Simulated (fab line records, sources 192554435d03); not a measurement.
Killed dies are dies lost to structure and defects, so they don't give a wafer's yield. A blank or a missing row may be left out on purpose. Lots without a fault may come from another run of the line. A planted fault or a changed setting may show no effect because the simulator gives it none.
A struck lot beside a sound one | flow n5_finfet | 38 steps out of a route of 1938
Sound: wafers L697.1, L697.3, L697.6. Struck: wafers L691.1, L691.6. The cause comes at the end.
At each step with rows: each side's tool, then ch and its chambers, then its first start. Under that, the readings that differ: sound wafers | struck wafers | difference of the means | sigmas: that difference in standard deviations of wafers without a fault.
alike: readings whose means differ by less than 2 such deviations, and words and numbers that are the same on both sides. not compared: withheld readings, readings that some wafer has no value for, bounds like >300 that may hide the same value, and numbers for which the record gives no deviation and whose values overlap.
The two part at a step that has a row with sigmas, a row that says differs or no value, or rows on one side only. Numbers that don't overlap but have no deviation are shown without sigmas and don't part them. A reading that every wafer of one side lacks parts them only if that side has two wafers or more.

first, 9 steps without rows for these wafers: N5_BEOL_M14_PRE_CLEAN_42 (time 30 s); N5_BEOL_M14_SPUTTER_43 (material TaN, target thk 15 nm, time 24.19 s); N5_BEOL_M14_SPUTTER_44 (material Ta, target thk 15 nm, time 24.19 s); N5_BEOL_M14_SPUTTER_45 (material Cu, target thk 100 nm, time 16.67 s); N5_BEOL_M14_ECD_47 (material Cu, target thk 1248 nm); N5_BEOL_M14_ANNEAL_48 (time 90 s); N5_BEOL_M14_CMP_49 (polishes, stops on SiO2, t overpolish 5.2 s, target thk 560 nm); N5_BEOL_M14_PRE_CLEAN_52 (time 15 s); N5_BEOL_M14_DEP_53 (deposits SiCN from 3MS/NH3, target thk 50 nm, time 17.8 s).
N5_BEOL_M15_ILD_DEP_00: deposits SiO2 from TEOS/O2, target thk 1629.3 nm, time 346.1 s.
  sound on pecvd-03 ch 1,2, day 17 00:11; struck on pecvd-02 ch 0,1, day 14 19:37
  reading                                       | sound             | struck      | difference | sigmas
  run_length_s (s)                              | 390.7 389.5 390.6 | 245.1 246.0 | -144.7     | -99 or more
  model.SiO2_of_BEOL_M15_ILD_DEP_00.thk_nm (nm) | 1640 1646 1650    | 966.8 974.6 | -674.6     |
  alike: heater_power_w, showerhead_plenum_p_Torr, throttle_valve_pct
N5_BEOL_M15_THK_MEAS_01:
  sound on film_metro-01, day 17 00:26; struck on film_metro-01, day 14 19:52
  reading          | sound          | struck  | difference | sigmas
  M15_ILD_THK (nm) | 1639 1646 1650 | 967 975 | -674       | -31
then, 10 steps without rows for these wafers: N5_BEOL_M15_COAT_58 (time 60 s, resist thk 89 nm); N5_BEOL_M15_COAT_04 (resist thk 800 nm); N5_BEOL_M15_EBR_06; N5_BEOL_M15_SOFTBAKE_05 (time 60 s); N5_BEOL_M15_EXPOSE_07 (exposes mask V14); N5_BEOL_M15_PEB_08 (peb time 90 s); N5_BEOL_M15_DEVELOP_09 (develop time 45 s); N5_BEOL_M15_HARDBAKE_14 (time 120 s); N5_BEOL_M15_DESCUM_15 (chemistry O2, time 7.9 s); N5_BEOL_M15_ETCH_59 (etches BARC in N2/H2, target depth 89 nm, overetch 26.7 nm, time 67.9 s).
N5_BEOL_M15_VIA_ETCH_16: etches SiO2 in C4F8/O2/Ar, target depth 1792.2 nm.
  sound on rie_diel-03 ch 0,1,2, day 17 01:20; struck on rie_diel-01 ch 0,1, day 14 20:38
  reading                                    | sound             | struck      | difference | sigmas
  model.etch.depth_nm (nm)                   | 1640 1646 1650    | 966.8 974.5 | -674.7     |
  model.coat_of_BEOL_M15_COAT_04.thk_nm (nm) | 331.2 325.4 333.8 | 483.6 488.2 | +155.8     |
  alike: C4F8_flow_sccm, O2_flow_sccm, drypump_motor_current_A, oes_f_703_au, oes_product_au, rf_vpp_V, showerhead_plenum_p_Torr, throttle_valve_pct
then, 4 steps without rows for these wafers: N5_BEOL_M15_STRIP_63 (strips in O2); N5_BEOL_M15_STRIP_64 (strips in O2); N5_BEOL_M15_STRIP_65 (strips in post etch residue remover, time 60 s); N5_BEOL_M15_SRD_66 (time 30 s, dry time 30 s).
N5_BEOL_M15_CD_MEAS_17: target cd 360 nm.
  sound on cd_sem-01, day 17 01:44; struck on cd_sem-01, day 14 21:03
  reading    | sound             | struck      | difference | sigmas
  cd_nm (nm) | 361.4 362.1 364.0 | 351.8 354.7 | -9.2       | -5
then, 9 steps without rows for these wafers: N5_BEOL_M15_COAT_56 (time 60 s, resist thk 550 nm); N5_BEOL_M15_ETCH_57 (etches SOC in N2/H2, time 750 s); N5_BEOL_M15_COAT_60 (time 60 s, resist thk 89 nm); N5_BEOL_M15_COAT_22 (resist thk 800 nm); N5_BEOL_M15_EBR_24; N5_BEOL_M15_SOFTBAKE_23 (time 60 s); N5_BEOL_M15_EXPOSE_25 (exposes mask M15, target cd 400 nm); N5_BEOL_M15_PEB_26 (peb time 90 s); N5_BEOL_M15_DEVELOP_27 (develop time 45 s).
N5_BEOL_M15_CMP_49: polishes, stops on SiO2, t overpolish 4.9 s, target thk 850 nm.
  sound on cmp-02 ch 0,1,2, day 17 07:42; struck on cmp-02 ch 0,3, day 15 02:34
  reading                                       | sound          | struck      | difference | sigmas
  model.SiO2_of_BEOL_M15_ILD_DEP_00.thk_nm (nm) | 1559 1566 1571 | 887.2 893.8 | -674.8     |
  alike: clearing_platen_down_force_psi, motor_current_A
then, 1 step without rows for these wafers: N5_PASSIVATION_PROBE_49.

WHERE THEY PART
First at N5_BEOL_M15_ILD_DEP_00; last, within this record, at N5_BEOL_M15_CD_MEAS_17. Later steps at which nothing parts them and some readings are alike: N5_BEOL_M15_CMP_49.

WHY: what the simulator had put in
Process parameter drift: pecvd-02, from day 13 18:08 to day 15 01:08, at N5_BEOL_M15_ILD_DEP_00. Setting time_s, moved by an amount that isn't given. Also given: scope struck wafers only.
